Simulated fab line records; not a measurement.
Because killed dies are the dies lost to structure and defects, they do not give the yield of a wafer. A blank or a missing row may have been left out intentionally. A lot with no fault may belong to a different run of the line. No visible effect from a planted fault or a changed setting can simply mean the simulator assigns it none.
What tool caused it? | flow n5-finfet | 29 wafers from 10 lots sampled at 4 of the route's 1938 steps

## WHAT THE GAUGES SHOWED, per wafer
N5_BEOL_M6_CD_MEAS_28: target cd 40 nm.
lot  | measured     | on        | cd-nm (nm)
L902 | day 9 02:34  | cd-sem-01 | 40.02 40.01 39.66
L903 | day 9 05:05  | cd-sem-01 | 39.93 40.19 40.11
L905 | day 9 11:34  | cd-sem-03 | 40.12 40.41 39.97
L907 | day 10 05:17 | cd-sem-01 | 40.28 40.39 40.22
L909 | day 10 05:28 | cd-sem-03 | 40.01 39.75 39.77
L911 | day 11 01:35 | cd-sem-02 | 40.51 40.05 40.34
L912 | day 11 04:33 | cd-sem-01 | 39.93 40.10 40.17
L913 | day 11 22:30 | cd-sem-03 | 40.03 40.11 39.63
L920 | day 13 08:17 | cd-sem-03 | 43.47 40.42
L922 | day 13 16:29 | cd-sem-01 | 43.50 40.06 39.87

## WHAT TOOL EACH LOT RAN ON (gives the tool, then ch and the chambers of the sampled wafers, and finally the start)
lot  | N5_BEOL_M6_PECVD_70             | N5_BEOL_M6_STRIP_19                | N5_BEOL_M6_EXPOSE_25
L902 | pecvd-04 ch 0,1, day 8 21:06    | rie-diel-04 ch 0,1, day 9 00:20    | euv-scanner-01 ch 0, day 9 02:26
L903 | pecvd-02 ch 0,1,2, day 9 00:57  | rie-diel-04 ch 2,3, day 9 04:43    | euv-scanner-01 ch 0, day 9 04:58
L905 | pecvd-04 ch 1,2, day 9 08:49    | rie-diel-04 ch 0,1,3, day 9 10:50  | euv-scanner-01 ch 0, day 9 11:26
L907 | pecvd-01 ch 1,2, day 10 01:28   | rie-diel-04 ch 0,2, day 10 03:06   | euv-scanner-01 ch 0, day 10 05:09
L909 | pecvd-04 ch 0, day 10 02:32     | rie-diel-01 ch 2,3, day 10 04:29   | euv-scanner-02 ch 0, day 10 05:20
L911 | pecvd-02 ch 0,1,2, day 10 23:23 | rie-diel-04 ch 1,2, day 11 00:46   | euv-scanner-02 ch 0, day 11 01:27
L912 | pecvd-02 ch 0,2, day 11 00:02   | rie-diel-04 ch 1,2,3, day 11 03:11 | euv-scanner-02 ch 0, day 11 04:25
L913 | pecvd-01 ch 0,1,2, day 11 20:34 | rie-diel-01 ch 0,1,2, day 11 21:59 | euv-scanner-01 ch 0, day 11 22:23
L920 | pecvd-02 ch 0,1, day 13 04:07   | rie-diel-01 ch 1, day 13 06:25     | euv-scanner-02 ch 0, day 13 08:10
L922 | pecvd-01 ch 0,1, day 13 12:49   | rie-diel-05 ch 1,2,3, day 13 14:46 | euv-scanner-02 ch 0, day 13 16:21
- N5_BEOL_M6_PECVD_70: deposits SiO2 from TEOS/O2, target thk 20 nm, time 22.7 s.
- N5_BEOL_M6_STRIP_19: strips in O2.
- N5_BEOL_M6_EXPOSE_25: exposes mask V5, target cd 40 nm.

## AS READ BY THE TOOLS THEMSELVES (means over the sampled wafers that have a number; for cases with no such wafer, the mark the record gives instead)
N5_BEOL_M6_PECVD_70.
lot  | tool     | heater-power-w (W) | showerhead-plenum-p-Torr (Torr) | throttle-valve-pct (%)
L902 | pecvd-04 | 793                | 8.86                            | 23.0
L903 | pecvd-02 | 702                | 8.81                            | 23.0
L905 | pecvd-04 | 905                | 8.76                            | 24.8
L907 | pecvd-01 | 728                | 8.72                            | 21.2
L909 | pecvd-04 | 745                | 8.87                            | 23.3
L911 | pecvd-02 | 645                | 8.81                            | 23.2
L912 | pecvd-02 | 709                | 8.82                            | 22.5
L913 | pecvd-01 | 714                | 8.77                            | 21.7
L920 | pecvd-02 | 659                | 8.80                            | 24.2
L922 | pecvd-01 | 679                | 8.80                            | 21.8

N5_BEOL_M6_STRIP_19.
lot  | tool        | drypump-motor-current-A (A) | oes-product-au (a.u.) | rf-vpp-V (V) | showerhead-plenum-p-Torr (Torr) | throttle-valve-pct (%)
L902 | rie-diel-04 | 6.3                         | 0.72                  | 4.2          | 2.02                            | 16.68
L903 | rie-diel-04 | 5.7                         | 0.80                  | 3.9          | 2.16                            | 16.36
L905 | rie-diel-04 | 6.0                         | 0.72                  | 3.7          | 2.08                            | 16.67
L907 | rie-diel-04 | 6.3                         | 0.76                  | 4.1          | 2.04                            | 16.44
L909 | rie-diel-01 | 5.6                         | 0.71                  | 3.9          | 2.02                            | 16.77
L911 | rie-diel-04 | 5.7                         | 0.80                  | 3.4          | 2.11                            | 16.68
L912 | rie-diel-04 | 5.7                         | 0.78                  | 3.5          | 2.13                            | 16.54
L913 | rie-diel-01 | 6.2                         | 0.78                  | 3.7          | 2.11                            | 16.91
L920 | rie-diel-01 | 6.6                         | 0.82                  | 3.5          | 2.12                            | 17.05
L922 | rie-diel-05 | 6.1                         | 0.78                  | 3.4          | 2.14                            | 16.69

N5_BEOL_M6_EXPOSE_25.
lot  | tool           | exposure-dose-mJ-cm2
L902 | euv-scanner-01 | 44.83
L903 | euv-scanner-01 | 44.89
L905 | euv-scanner-01 | 44.89
L907 | euv-scanner-01 | 44.88
L909 | euv-scanner-02 | 45.02
L911 | euv-scanner-02 | 45.06
L912 | euv-scanner-02 | 44.96
L913 | euv-scanner-01 | 44.86
L920 | euv-scanner-02 | 44.94
L922 | euv-scanner-02 | 45.02

## THE ANSWER, worked out from the rows above alone
Rule: usual is defined by the lots themselves. The widest of any qualifying gaps counts: lots, ordered by their means at a reading, are off when they make up no more than a third of the lots, leave a main group of 4 or more, and stand apart from it by 3 or more times the standard deviation of that group's means. A main group whose means are all the same, to the digits that the tables above print for the reading, isn't used. A lot without any number at a reading at which 4 lots or more have one is off too. The other lots that the step has rows for count as sound. First the gauges in route order, then the tools' own readings, where a lot's mean is used as printed above. At the first step where some lot is off, the reading lying furthest off is the one used; lots without a number count as furthest.
Off: L920, L922, at N5_BEOL_M6_CD_MEAS_28 (cd-nm). The main group: mean 40.07 nm, standard deviation 0.16.
A tool fits if, at a process step before that reading, it ran every lot that is off, and no sound lot after the first of them. Those tools and the gauges at N5_BEOL_M6_CD_MEAS_28 are tried in the same way. One fits: N5_BEOL_M6_EXPOSE_25 on euv-scanner-02. A fault onset in the window from L912 (day 11 04:25, its last sound lot) to L920 (day 13 08:10, its first lot off) fits.

## WHAT HAD BEEN PUT IN BY THE SIMULATOR
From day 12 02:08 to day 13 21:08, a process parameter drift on euv-scanner-02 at N5_BEOL_M6_EXPOSE_25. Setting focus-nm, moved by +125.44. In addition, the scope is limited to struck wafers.
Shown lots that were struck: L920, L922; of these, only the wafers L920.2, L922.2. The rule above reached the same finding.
